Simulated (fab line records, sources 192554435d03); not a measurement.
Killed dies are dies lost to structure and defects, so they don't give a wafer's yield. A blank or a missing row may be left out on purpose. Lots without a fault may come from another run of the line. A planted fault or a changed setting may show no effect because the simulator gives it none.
fab line records | flow n5_finfet
record lots=7 wafers=21
route steps=1938 shown BEOL_M14@1742 BEOL_M15@1801 TV_LITHO@1879
start_h: hours from the record's first day to the start of the lot's first wafer shown | wait_h: hours since the lot's step before | " the same as in the row above | L1.1+2: a row that stands for several wafers | - no value, or no start given | * or withheld: withheld | < > ~ a bound
route shown NAME@n: a module of which the file shows steps, and the number in the route of the first | usual: mean/standard deviation of fault-free wafers | same: alike in all rows | chamber/n: place in a boat | sites: the reading at each site | _std_site: their standard deviation | _edge_site: outer sites' mean less inner sites' | radius_mm: how far each site lies from the wafer's centre | mask NAME#n: copy n | behind: the tool/chamber that last shaped the wafer | hold: why the lot was held/for how many hours/how that ended | device: the transistor (n, p or np) that didn't switch | end of line: the same wafers' tests at the end of the route | a step without rows: its recipe alone | killed: dies lost to structure and defects at the first sort, not the wafer's yield | map: a wafer's dies, x killed, . not, _ none there
set.NAME: the setting as run; set.NAME@STEP: as run at that earlier step | model.NAME: the simulator's own value behind a step, which no gauge read
lots whose settings were changed on purpose; a table a step, a row a wafer
## steps
# step N5_BEOL_M14_EXPOSE_25
# recipe mask_id=M14 na=0.8 source_shape=annular sigma_inner=0.5 sigma_outer=0.8 polarization=unpolarized target_cd_nm=280 dose_mj=26.6
# columns lot.wafer tool chamber start_h wait_h mask set.dose_mj
L076.1+2+4 krf_scanner-02 0 235.77 - M14#0 26.6
L075.1+3+5 krf_scanner-01 0 236.77 - M14#0 26.6
L079.1+2+4 krf_scanner-01 0 261.61 - M14#0 26.6
L084.4+6 krf_scanner-02 0 282.69 - M14#0 25.66
L084.5 " 0 " " M14#0 26.6
L088.1+2+4 krf_scanner-01 0 314.91 - M14#0 26.6
L094.1+5 krf_scanner-02 0 336.39 - M14#0 25.49
L094.6 " 0 " " M14#0 26.6
L096.1 krf_scanner-02 0 362.05 - M14#0 26.6
L096.4+6 " 0 " " M14#0 25.44
# step N5_BEOL_M14_PEB_26
# recipe peb_temp_c=130 peb_time_s=90
# step N5_BEOL_M14_DEVELOP_27
# recipe develop_time_s=45 rinse_liquid=diw dry=air_spin dev_temp_c=21
# step N5_BEOL_M14_HARDBAKE_32
# recipe temp_c=130 time_s=120
# step N5_BEOL_M14_CD_MEAS_28
# recipe target_cd_nm=284.4 landing_energy_ev=500 detector=se_inlens
# usual cd_nm=285.2/2
# columns lot.wafer tool chamber start_h wait_h set.dose_mj@BEOL_M14_EXPOSE_25 cd_nm
L076.1 cd_sem-03 0 235.94 - 26.6 285.3
L076.2 " 0 " " 26.6 283.8
L076.4 " 0 " " 26.6 286.6
L075.1 cd_sem-03 0 236.94 - 26.6 286.2
L075.3 " 0 " " 26.6 285.6
L075.5 " 0 " " 26.6 287.0
L079.1 cd_sem-01 0 261.78 - 26.6 286.1
L079.2 " 0 " " 26.6 283.6
L079.4 " 0 " " 26.6 285.3
L084.4 cd_sem-02 0 282.85 - 25.66 280.2
L084.5 " 0 " " 26.6 286.6
L084.6 " 0 " " 25.66 280.7
L088.1 cd_sem-02 0 315.09 - 26.6 285.9
L088.2 " 0 " " 26.6 283.8
L088.4 " 0 " " 26.6 285.7
L094.1 cd_sem-03 0 336.56 - 25.49 278.2
L094.5 " 0 " " 25.49 278.6
L094.6 " 0 " " 26.6 288.0
L096.1 cd_sem-01 0 362.22 - 26.6 286.9
L096.4 " 0 " " 25.44 279.0
L096.6 " 0 " " 25.44 279.2
# step N5_BEOL_M14_DESCUM_33
# recipe chemistry=O2 time_s=7.9 source_power_w=50 bias_power_w=20 pressure_mtorr=20 rf_frequency_hz=2.712e+07 temp_c=40 o2_flow_sccm=225
# columns lot.wafer tool chamber start_h wait_h set.dose_mj@BEOL_M14_EXPOSE_25 model.BEOL_M14.cd_nm
L076.1 rie_diel-04 1 236.49 0.5 26.6 285.4
L076.2 " 2 " " 26.6 284.2
L076.4 " 0 " " 26.6 286.4
L075.1 rie_diel-04 0 237.68 0.7 26.6 286.2
L075.3 " 3 " " 26.6 285.4
L075.5 " 3 " " 26.6 286.8
L079.1 rie_diel-04 0 261.87 0.0 26.6 285.8
L079.2 " 1 " " 26.6 283.6
L079.4 " 2 " " 26.6 285.4
L084.4 rie_diel-02 2 282.93 0.0 25.66 280.4
L084.5 " 3 " " 26.6 286.4
L084.6 " 0 " " 25.66 281
L088.1+4 rie_diel-06 1,0 315.17 0.0 26.6 285.8
L088.2 " 3 " " 26.6 283.8
L094.1 rie_diel-06 2 336.69 0.0 25.49 278.2
L094.5 " 1 " " 25.49 278.4
L094.6 " 2 " " 26.6 287.8
L096.1 rie_diel-02 1 362.31 0.0 26.6 286.8
L096.4 " 3 " " 25.44 279.2
L096.6 " 2 " " 25.44 279
# step N5_BEOL_M14_ETCH_67
# recipe chemistry=CF4 target=SiARC target_depth_a=1430 time_s=238.3 ion_energy_ev=80 pressure_mtorr=40 source_w=545 bias_w=36 Ar_flow_sccm=100 cf4_flow_sccm=100 ends=cleared
# columns lot.wafer tool chamber start_h wait_h set.dose_mj@BEOL_M14_EXPOSE_25 model.BEOL_M14.cd_nm
L076.1 rie_diel-04 1 236.53 0.0 26.6 281
L076.2 " 2 " " 26.6 279.6
L076.4 " 0 " " 26.6 282
L075.1 rie_diel-04 0 237.71 0.0 26.6 281.8
L075.3 " 3 " " 26.6 281.2
L075.5 " 3 " " 26.6 282.2
L079.1 rie_diel-04 0 261.90 0.0 26.6 281
L079.2 " 1 " " 26.6 279.4
L079.4 " 2 " " 26.6 280.8
L084.4 rie_diel-02 2 282.96 0.0 25.66 275.2
L084.5 " 3 " " 26.6 282.2
L084.6 " 0 " " 25.66 276.6
L088.1 rie_diel-06 1 315.21 0.0 26.6 281.4
L088.2 " 3 " " 26.6 279.2
L088.4 " 0 " " 26.6 282
L094.1 rie_diel-06 2 336.72 0.0 25.49 275
L094.5 " 1 " " 25.49 274.2
L094.6 " 2 " " 26.6 284.8
L096.1 rie_diel-02 1 362.35 0.0 26.6 282
L096.4 " 3 " " 25.44 274.2
L096.6 " 2 " " 25.44 274.4
# step N5_BEOL_M14_ETCH_68
# recipe chemistry=N2/H2 target=SOC mask_material=SiARC source_w=3000 bias_w=350 temp_c=40 time_s=450 ion_energy_ev=200 pressure_mtorr=30 n2_flow_sccm=200 h2_flow_sccm=200
# columns lot.wafer tool chamber start_h wait_h set.time_s model.SiARC_of_BEOL_M14_COAT_66.thk_nm
L076.1 rie_diel-04 1 236.68 0.1 450 64
L076.2 " 2 " " 450 64.4
L076.4 " 0 " " 450 64.8
L075.1 rie_diel-04 0 237.86 0.1 450 64.8
L075.3 " 3 " " 389.3 71
L075.5 " 3 " " 389.3 71.2
L079.1 rie_diel-04 0 262.05 0.1 450 64.8
L079.2 " 1 " " 450 64.4
L079.4 " 2 " " 450 65.4
L084.4 rie_diel-02 2 283.11 0.1 504.6 61
L084.5 " 3 " " 504.6 60.4
L084.6 " 0 " " 504.6 58.4
L088.1 rie_diel-06 1 315.36 0.1 450 63.4
L088.2 " 3 " " 450 64.2
L088.4 " 0 " " 388.7 69.8
L094.1 rie_diel-06 2 336.87 0.1 450 64
L094.5+6 " 1,2 " " 450 64.2
L096.1 rie_diel-02 1 362.50 0.1 450 63.8
L096.4 " 3 " " 450 65.2
L096.6 " 2 " " 385.5 71
# step N5_BEOL_M15_PEB_26
# recipe peb_temp_c=130 peb_time_s=90
# columns lot.wafer tool chamber start_h wait_h set.peb_time_s
L076.1+2+4 litho_track-03 0 240.82 0.1 90
L075.1+3+5 litho_track-03 0 241.95 0.1 90
L079.1+2+4 litho_track-03 0 269.01 0.1 90
L084.4+5+6 litho_track-03 0 287.68 0.0 90
L088.1+2+4 litho_track-04 0 324.24 0.1 90
L094.1 litho_track-02 0 341.97 0.1 90
L094.5+6 " 0 " " 78.19
L096.1+4 litho_track-04 0 369.23 0.1 81.23
L096.6 " 0 " " 90
# step N5_BEOL_M15_DEVELOP_27
# recipe develop_time_s=45 rinse_liquid=diw dry=air_spin dev_temp_c=21
# step N5_BEOL_M15_HARDBAKE_32
# recipe temp_c=130 time_s=120
# step N5_BEOL_M15_CD_MEAS_28
# recipe target_cd_nm=407.6 landing_energy_ev=500 detector=se_inlens
# usual cd_nm=408.4/2
# columns lot.wafer tool chamber start_h wait_h set.peb_time_s@BEOL_M15_PEB_26 cd_nm
L076.1 cd_sem-01 0 240.94 - 90 407.4
L076.2 " 0 " " 90 410.7
L076.4 " 0 " " 90 408.6
L075.1 cd_sem-03 0 242.07 - 90 408.0
L075.3 " 0 " " 90 408.8
L075.5 " 0 " " 90 407.1
L079.1 cd_sem-03 0 269.13 - 90 410.3
L079.2 " 0 " " 90 408.2
L079.4 " 0 " " 90 411.5
L084.4 cd_sem-02 0 287.79 - 90 406.5
L084.5 " 0 " " 90 407.7
L084.6 " 0 " " 90 406.3
L088.1 cd_sem-02 0 324.35 - 90 407.6
L088.2 " 0 " " 90 406.6
L088.4 " 0 " " 90 407.6
L094.1 cd_sem-01 0 342.09 - 90 406.6
L094.5 " 0 " " 78.19 397.4
L094.6 " 0 " " 78.19 399.9
L096.1 cd_sem-02 0 369.35 - 81.23 401.2
L096.4 " 0 " " 81.23 400.5
L096.6 " 0 " " 90 405.1
# step N5_BEOL_M15_DESCUM_33
# recipe chemistry=O2 time_s=7.9 source_power_w=50 bias_power_w=20 pressure_mtorr=20 rf_frequency_hz=2.712e+07 temp_c=40 o2_flow_sccm=225
# columns lot.wafer tool chamber start_h wait_h set.peb_time_s@BEOL_M15_PEB_26 model.BEOL_M15.cd_nm
L076.1 rie_diel-05 3 241.02 0.0 90 407.2
L076.2 " 0 " " 90 410.6
L076.4 " 1 " " 90 408.4
L075.1 rie_diel-05 0 242.17 0.0 90 408
L075.3 " 3 " " 90 409
L075.5 " 3 " " 90 407
L079.1 rie_diel-05 0 269.22 0.0 90 410.2
L079.2 " 2 " " 90 408.4
L079.4 " 3 " " 90 411.4
L084.4+6 rie_diel-05 3,2 287.88 0.0 90 406.4
L084.5 " 3 " " 90 407.8
L088.1 rie_diel-01 1 324.70 0.3 90 407.2
L088.2 " 2 " " 90 407
L088.4 " 3 " " 90 407.6
L094.1 rie_diel-05 0 342.18 0.0 90 406.4
L094.5 " 1 " " 78.19 397.6
L094.6 " 0 " " 78.19 399.6
L096.1 rie_diel-05 0 369.52 0.1 81.23 401.2
L096.4 " 3 " " 81.23 400.2
L096.6 " 3 " " 90 405
# step N5_BEOL_M15_TRENCH_ETCH_34
# recipe chemistry=C4F8/O2/Ar target=SiO2 target_depth_a=8729.3 he_inner_torr=15 he_outer_torr=30 time_s=199 ion_energy_ev=800 pressure_mtorr=20 source_w=1905 bias_w=2040 Ar_flow_sccm=400 C4F8_flow_sccm=16 O2_flow_sccm=12
# columns lot.wafer tool chamber start_h wait_h set.time_s model.etch.depth_nm model.coat_of_BEOL_M15_COAT_22.thk_nm
L076.1 rie_diel-05 3 241.11 0.0 199 857.7 542.6
L076.2 " 0 " " 199 879 535.4
L076.4 " 1 " " 199 855.5 547.8
L075.1 rie_diel-05 0 242.26 0.0 199 884.8 535.6
L075.3 " 3 " " 199 867.9 542.6
L075.5 " 3 " " 178.2 772.5 562.4
L079.1 rie_diel-05 0 269.30 0.0 199 883.5 535.8
L079.2 " 2 " " 199 889.5 535.4
L079.4 " 3 " " 241 1047 505.8
L084.4 rie_diel-05 3 287.96 0.0 221.9 963.1 518.2
L084.5 " 3 " " 199 852.4 542.2
L084.6 " 2 " " 221.9 985.6 514.6
L088.1 rie_diel-01 1 324.79 0.0 172.7 775.4 559
L088.2 " 2 " " 172.7 758.4 569.8
L088.4 " 3 " " 199 857.6 547.4
L094.1 rie_diel-05 0 342.26 0.0 199 874.2 544
L094.5 " 1 " " 199 859.1 550.8
L094.6 " 0 " " 199 874.8 544.4
L096.1 rie_diel-05 0 369.61 0.0 199 875.8 541
L096.4 " 3 " " 199 876 540
L096.6 " 3 " " 199 878.7 538.6
# step N5_BEOL_M15_STRIP_36
# recipe chemistry=O2 power_w=600 temp_c=60 pressure_mtorr=30 rf_frequency_hz=6e+07 bias_power_w=0 overash_fraction=0.3 o2_flow_sccm=225
# step N5_BEOL_M15_ECD_47
# recipe material=Cu target_thk_a=18600
# step N5_BEOL_M15_ANNEAL_48
# recipe temp_c=225 time_s=90 ambient=N2
# step N5_BEOL_M15_CMP_49
# recipe stop_on=SiO2 t_overpolish_s=4.9 down_force_psi=2 platen_rpm=80 clearing_platen_down_force_psi=2 clearing_platen_rpm=80 post_cmp_clean=cu_alkaline target_thk_nm=850 clearing_platen_pad_velocity_m_s=1.5917 pad_velocity_m_s=1.5917
# columns lot.wafer tool chamber start_h wait_h set.time_s@BEOL_M15_TRENCH_ETCH_34 model.Cu_of_BEOL_M15_ECD_47.thk_nm
L076.1 cmp-03 2 243.39 0.3 199 835.6
L076.4 " 3 " " 199 832.6
L076.2 " 0 " " 199 854.6
L075.1 cmp-02 1 246.01 0.4 199 861.8
L075.3 " 2 " " 199 845.6
L075.5 " 1 " " 178.2 748.4
L079.1 cmp-03 2 271.86 0.3 199 863
L079.4 " 3 " " 241 1026
L079.2 " 1 " " 199 866.6
L084.4 cmp-02 1 290.05 0.2 221.9 939.4
L084.5 " 0 " " 199 828.8
L084.6 " 1 " " 221.9 962
L088.1 cmp-01 0 326.31 0.3 172.7 752.6
L088.4 " 2 " " 199 836.6
L088.2 " 3 " " 172.7 736.8
L094.1 cmp-02 3 346.97 0.3 199 851.8
L094.6 " 1 " " 199 850.8
L094.5 " 2 " " 199 835.8
L096.4 cmp-03 0 373.30 0.2 199 853.2
L096.1 " 1 " " 199 852.2
L096.6 " 3 " " 199 856.2
# step N5_BEOL_M15_THK_MEAS_50
# recipe thk_meas_gauge=xrf reads=Cu_of_BEOL_M15_ECD_47
# usual M15_THK=860/15
# columns lot.wafer tool chamber start_h wait_h set.time_s@BEOL_M15_TRENCH_ETCH_34 M15_THK[nm]
L076.1 film_metro-01 - 243.65 - 199 844
L076.2 " - " " 199 864
L076.4 " - " " 199 838
L075.1 film_metro-01 - 246.30 - 199 862
L075.3 " - " " 199 849
L075.5 " - " " 178.2 754
L079.1 film_metro-01 - 272.15 - 199 877
L079.2 " - " " 199 873
L079.4 " - " " 241 1040
L084.4 film_metro-01 - 290.31 - 221.9 948
L084.5 " - " " 199 844
L084.6 " - " " 221.9 974
L088.1 film_metro-01 - 326.60 - 172.7 768
L088.2 " - " " 172.7 752
L088.4 " - " " 199 854
L094.1 film_metro-01 - 347.18 - 199 868
L094.5 " - " " 199 853
L094.6 " - " " 199 865
L096.1 film_metro-01 - 373.55 - 199 866
L096.4 " - " " 199 870
L096.6 " - " " 199 870
# step N5_BEOL_M15_PRE_CLEAN_52
# recipe gas=NH3 time_s=15 temp_c=withheld rf_power_w=300
# step N5_BEOL_M15_DEP_53
# recipe material=SiCN target_thk_a=500 temp_c=withheld precursor=3MS/NH3 pressure_torr=3 rf_w=675 time_s=17.8
# step N5_BEOL_M15_RS_MEAS_54
# recipe thk_meas_gauge=four-point-probe reads=Cu_of_BEOL_M15_ECD_47+Ta_of_BEOL_M15_SPUTTER_44+TaN_of_BEOL_M15_SPUTTER_43
# usual M15_RS=0.0216/0.00036
# columns lot.wafer tool chamber start_h wait_h set.time_s@BEOL_M15_TRENCH_ETCH_34 M15_RS[ohm/sq]
L076.1 film_metro-01 - 243.80 0.1 199 0.0219
L076.2 " - " " 199 0.0214
L076.4 " - " " 199 0.0221
L075.1 film_metro-01 - 246.43 0.0 199 0.0213
L075.3 " - " " 199 0.0217
L075.5 " - " " 178.2 0.0246
L079.1 film_metro-01 - 272.28 0.0 199 0.0212
L079.2 " - " " 199 0.0211
L079.4 " - " " 241 0.0178
L084.4 film_metro-02 - 290.44 0.0 221.9 0.0195
L084.5 " - " " 199 0.0222
L084.6 " - " " 221.9 0.0191
L088.1 film_metro-01 - 326.73 0.0 172.7 0.0244
L088.2 " - " " 172.7 0.0250
L088.4 " - " " 199 0.0220
L094.1 film_metro-01 - 347.31 0.0 199 0.0216
L094.5 " - " " 199 0.0219
L094.6 " - " " 199 0.0215
L096.1 film_metro-01 - 373.68 0.0 199 0.0215
L096.4 " - " " 199 0.0215
L096.6 " - " " 199 0.0214
# step N5_PASSIVATION_EXPOSE_07
# recipe mask_id=TV na=0.55 source_shape=conventional sigma_outer=0.8 polarization=unpolarized defocus_nm=0 target_cd_nm=3000 dose_mj=22.75
# columns lot.wafer tool chamber start_h wait_h mask set.dose_mj
L076.1+2+4 krf_scanner-01 0 248.75 - TV#0 22.75
L075.1+3 krf_scanner-02 0 257.21 - TV#0 22.75
L075.5 " 0 " " TV#0 22.15
L079.1+4 krf_scanner-02 0 278.57 - TV#0 22.75
L079.2 " 0 " " TV#0 23.51
L084.4+5+6 krf_scanner-01 0 297.60 - TV#0 22.75
L088.1 krf_scanner-01 0 332.36 - TV#0 24.33
L088.2+4 " 0 " " TV#0 22.75
L094.1+5+6 krf_scanner-02 0 352.70 - TV#0 22.75
L096.1+4 krf_scanner-02 0 381.38 - TV#0 24.01
L096.6 " 0 " " TV#0 22.75
# step N5_PASSIVATION_PEB_08
# recipe peb_temp_c=withheld peb_time_s=*
# step N5_PASSIVATION_DEVELOP_09
# recipe develop_time_s=60 rinse_liquid=diw dry=air_spin dev_temp_c=21
# step N5_PASSIVATION_HARDBAKE_11
# recipe temp_c=130 time_s=120
# step N5_PASSIVATION_CD_MEAS_10
# recipe target_cd_nm=3000 landing_energy_ev=500 detector=se_inlens
# usual cd_nm=2999.9/2
# columns lot.wafer tool chamber start_h wait_h set.dose_mj@PASSIVATION_EXPOSE_07 cd_nm
L076.1 cd_sem-02 0 248.92 - 22.75 3001.2
L076.2 " 0 " " 22.75 2997.4
L076.4 " 0 " " 22.75 2999.8
L075.1 cd_sem-03 0 257.39 - 22.75 2999.3
L075.3 " 0 " " 22.75 2998.6
L075.5 " 0 " " 22.15 2993.0
L079.1 cd_sem-01 0 278.75 - 22.75 3000.1
L079.2 " 0 " " 23.51 3006.0
L079.4 " 0 " " 22.75 3000.3
L084.4 cd_sem-03 0 297.77 - 22.75 3002.7
L084.5 " 0 " " 22.75 3000.0
L084.6 " 0 " " 22.75 2997.6
L088.1 cd_sem-02 0 332.53 - 24.33 3012.5
L088.2 " 0 " " 22.75 2996.7
L088.4 " 0 " " 22.75 2998.7
L094.1 cd_sem-02 0 352.87 - 22.75 2998.7
L094.5 " 0 " " 22.75 2999.4
L094.6 " 0 " " 22.75 3001.8
L096.1 cd_sem-03 0 381.56 - 24.01 3008.9
L096.4 " 0 " " 24.01 3011.4
L096.6 " 0 " " 22.75 2998.8
## key
split step=N5_BEOL_M14_EXPOSE_25 setting=dose_mj stated=26.6 by=wafer
response step=N5_BEOL_M14_CD_MEAS_28 reading=cd_nm change=+1.96 per=1% r=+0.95
response step=N5_BEOL_M14_DESCUM_33 reading=model.BEOL_M14.cd_nm change=+1.91 per=1% r=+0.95
response step=N5_BEOL_M14_ETCH_67 reading=model.BEOL_M14.cd_nm change=+2.01 per=1% r=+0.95
split step=N5_BEOL_M14_ETCH_68 setting=time_s stated=450 by=wafer
response step=N5_BEOL_M14_ETCH_68 reading=model.SiARC_of_BEOL_M14_COAT_66.thk_nm change=-0.454 per=1% r=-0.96
split step=N5_BEOL_M15_PEB_26 setting=peb_time_s stated=90 by=wafer
response step=N5_BEOL_M15_CD_MEAS_28 reading=cd_nm change=+0.55 per=1% r=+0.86
response step=N5_BEOL_M15_DESCUM_33 reading=model.BEOL_M15.cd_nm change=+0.54 per=1% r=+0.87
split step=N5_BEOL_M15_TRENCH_ETCH_34 setting=time_s stated=199 by=wafer
response step=N5_BEOL_M15_TRENCH_ETCH_34 reading=model.etch.depth_nm change=+8.21 per=1% r=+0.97
response step=N5_BEOL_M15_TRENCH_ETCH_34 reading=model.coat_of_BEOL_M15_COAT_22.thk_nm change=-1.62 per=1% r=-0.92
response step=N5_BEOL_M15_CMP_49 reading=model.Cu_of_BEOL_M15_ECD_47.thk_nm change=+8.25 per=1% r=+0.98
response step=N5_BEOL_M15_THK_MEAS_50 reading=M15_THK change=+8.27 per=1% r=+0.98
response step=N5_BEOL_M15_RS_MEAS_54 reading=M15_RS change=-0.000199 per=1% r=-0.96
split step=N5_PASSIVATION_EXPOSE_07 setting=dose_mj stated=22.75 by=wafer
response step=N5_PASSIVATION_CD_MEAS_10 reading=cd_nm change=+2.07 per=1% r=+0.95
